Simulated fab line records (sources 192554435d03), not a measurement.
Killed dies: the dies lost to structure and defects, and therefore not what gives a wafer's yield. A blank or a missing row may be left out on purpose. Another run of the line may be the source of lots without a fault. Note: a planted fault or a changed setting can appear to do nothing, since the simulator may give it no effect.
Which tool is to blame? -- flow n5Finfet -- 12 lots, 36 wafers sampled, at 3 steps of a route of 1938

WHAT THE GAUGES READ, wafer by wafer
N5_BEOL_M4_INSPECT_59: inspects for defects (darkfield).
lot,measured,on,rawDefectCount
L077,day 8 10:16,defectInspect-01,175 142 177
L076,day 8 12:59,defectInspect-01,42 47 39
L079,day 10 03:46,defectInspect-01,21 58 43
L082,day 10 07:59,defectInspect-02,66 114 68
L083,day 10 14:16,defectInspect-02,79 63 63
L084,day 11 12:28,defectInspect-02,63 52 56
L088,day 11 16:51,defectInspect-02,80 115 134
L089,day 11 23:54,defectInspect-02,47 87 83
L091,day 12 15:32,defectInspect-02,61 78 115
L093,day 13 10:01,defectInspect-02,79 88 87
L094,day 14 08:30,defectInspect-02,76 85 55
L097,day 15 12:06,defectInspect-02,123 76 89

EACH LOT AND THE TOOL THAT RAN IT (in order: tool; ch and the chambers of the sampled wafers; start)
lot,N5_BEOL_M4_SPUTTER_88,N5_BEOL_M4_ANNEAL_93
L077,"pvdSputter-02, day 8 08:18","pvdSputter-02, day 8 08:49"
L076,"pvdSputter-02, day 8 11:01","pvdSputter-02, day 8 11:32"
L079,"pvdSputter-03, day 10 01:49","pvdSputter-03, day 10 02:20"
L082,"pvdSputter-02, day 10 05:49","pvdSputter-02, day 10 06:20"
L083,"pvdSputter-02, day 10 12:18","pvdSputter-02, day 10 12:49"
L084,"pvdSputter-02, day 11 10:25","pvdSputter-02, day 11 10:56"
L088,"pvdSputter-01, day 11 14:53","pvdSputter-01, day 11 15:24"
L089,"pvdSputter-01, day 11 21:56","pvdSputter-01, day 11 22:28"
L091,"pvdSputter-01, day 12 13:17","pvdSputter-01, day 12 13:49"
L093,"pvdSputter-02, day 13 08:04","pvdSputter-02, day 13 08:35"
L094,"pvdSputter-03, day 14 06:27","pvdSputter-03, day 14 06:58"
L097,"pvdSputter-03, day 15 10:08","pvdSputter-03, day 15 10:39"
- N5_BEOL_M4_SPUTTER_88: material Cu, target thk 4.5 nm, time 8.29 s.
- N5_BEOL_M4_ANNEAL_93: time 240 s.

THE ANSWER, worked out from the rows above alone
Rule: the usual values come from the lots themselves. Put in order of their means at a reading, lots are off if they are a third of the lots or fewer, leave a main group of 4 or more, and stand apart from it by a gap of 3 or more times the standard deviation of the main group's means; of several such gaps the widest counts. Not used: any main group whose means are identical at the precision the tables above print for the reading. A lot without any number at a reading at which 4 lots or more have one is off too. Where the step has rows for the other lots, those lots are counted as sound.
None of the lots is off at any reading shown; this tells nothing.

WHAT THE SIMULATOR HAD PUT IN
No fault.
